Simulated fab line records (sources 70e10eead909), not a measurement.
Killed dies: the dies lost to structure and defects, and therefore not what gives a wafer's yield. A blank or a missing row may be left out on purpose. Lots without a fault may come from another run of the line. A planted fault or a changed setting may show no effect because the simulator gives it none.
Chamber matching | flow nand-harc | wet-bench-10 running NHARC_THIN_TSV_STRIP_46: 8 sister chambers
The step strips in post etch residue remover, time 1200 s. 14 wafers are shown with their chamber, then 7 later ones without.

EACH WAFER AND ITS CHAMBER
wafer  | chamber | bath-guard-temp-C (C)
L075.1 | 3       | 73.7
L075.2 | 0       | 72.3
L075.3 | 5       | 73.2
L075.4 | 4       | 72.2
L075.5 | 2       | 72.2
L075.6 | 1       | 73.2
L074.2 | 6       | 72.5
L074.3 | 5       | 73.1
L074.4 | 4       | 72.4
L083.2 | 6       | 72.2
L083.5 | 0       | 72.3
L083.6 | 7       | 72.9
L085.1 | 2       | 72.3
L085.2 | 3       | 73.6

WAFERS WITHOUT THEIR CHAMBER
wafer  | bath-guard-temp-C (C)
L085.4 | 73.4
L091.1 | 72.2
L091.5 | 72.4
L091.6 | 72.0
L096.2 | 72.2
L096.4 | 72.8
L096.6 | 73.1

THE CHAMBER EACH PASSED THROUGH
wafer  | from the rows above               | in truth
L085.4 | can't be placed: 1 or 3 or 5      | 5
L091.1 | can't be placed: 2 or 0 or 4 or 6 | 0
L091.5 | can't be placed: 6 or 4 or 0 or 2 | 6
L091.6 | can't be placed: 2 or 0 or 4 or 6 | 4
L096.2 | can't be placed: 2 or 0 or 4 or 6 | 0
L096.4 | 7                                 | 7
L096.6 | can't be placed: 5 or 1 or 7      | 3
1 of 7 placed correctly. Can't be placed from these rows: 6 (the true chamber is among the candidates in 5). Wrongly placed: 0.
How it was worked out, from the rows above alone: a wafer's distance from a chamber is the root of the sum, over the readings, of the square of ((its reading less the chamber's mean) divided by the reading's scatter). The wafer belongs to the nearest chamber; if the next one is less than 2 further off, it can't be placed. For every chamber, the mean is computed from those of its wafers that are shown. The scatter is the square root of a quotient: the sum, over the shown wafers, of each reading's squared deviation from its chamber's mean, divided by wafers minus chambers.
